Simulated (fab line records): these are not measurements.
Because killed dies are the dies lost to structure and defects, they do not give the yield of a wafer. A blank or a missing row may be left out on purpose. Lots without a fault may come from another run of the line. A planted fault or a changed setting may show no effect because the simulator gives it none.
Matching of chambers | flow n5_finfet | N5_ZERO_LAYER_ETCH_18 on rie_si-03 has 4 sister chambers
The step etches Si in HBr/Cl2, target depth 120 nm, time 40 s. 7 wafers are shown with their chamber, then 7 later ones without.

WAFERS WITH THEIR CHAMBER
wafer  | chamber | throttle_valve_pct (%) | drypump_motor_current_A (A)
L840.4 | 1       | 36.80                  | 5.6
L841.6 | 3       | 36.41                  | 6.3
L842.3 | 0       | 36.78                  | 5.6
L842.4 | 2       | 36.01                  | 6.1
L842.5 | 3       | 36.39                  | 6.3
L845.2 | 0       | 36.77                  | 5.5
L845.5 | 2       | 36.01                  | 6.2

WAFERS MISSING THEIR CHAMBER
wafer  | throttle_valve_pct (%) | drypump_motor_current_A (A)
L845.6 | 36.39                  | 6.3
L847.1 | 36.77                  | 5.6
L847.3 | 36.77                  | 5.5
L847.6 | 36.78                  | 5.6
L854.1 | 36.02                  | 6.2
L854.3 | 36.78                  | 5.5
L854.4 | 36.40                  | 6.2

CHAMBER TAKEN BY EACH
wafer  | from the rows above     | in truth
L845.6 | 3                       | 3
L847.1 | 0                       | 0
L847.3 | 0                       | 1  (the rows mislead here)
L847.6 | can't be placed: 0 or 1 | 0
L854.1 | 2                       | 2
L854.3 | can't be placed: 0 or 1 | 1
L854.4 | 3                       | 3
Placed correctly: 4 of 7. Can't be placed from these rows: 2 (the true chamber is among the candidates in 2). Number placed wrongly: 1.
How it was worked out, from the rows above alone: a wafer's distance from a chamber is the root of the sum, over the readings, of the square of ((its reading less the chamber's mean) divided by the reading's scatter). If the next closest chamber is less than 2 further off than the closest, the wafer can't be placed; otherwise it belongs to the closest. The mean given for a chamber averages the wafers shown for that chamber. The scatter is the square root of a quotient: the sum, over the shown wafers, of each reading's squared deviation from its chamber's mean, divided by wafers minus chambers.
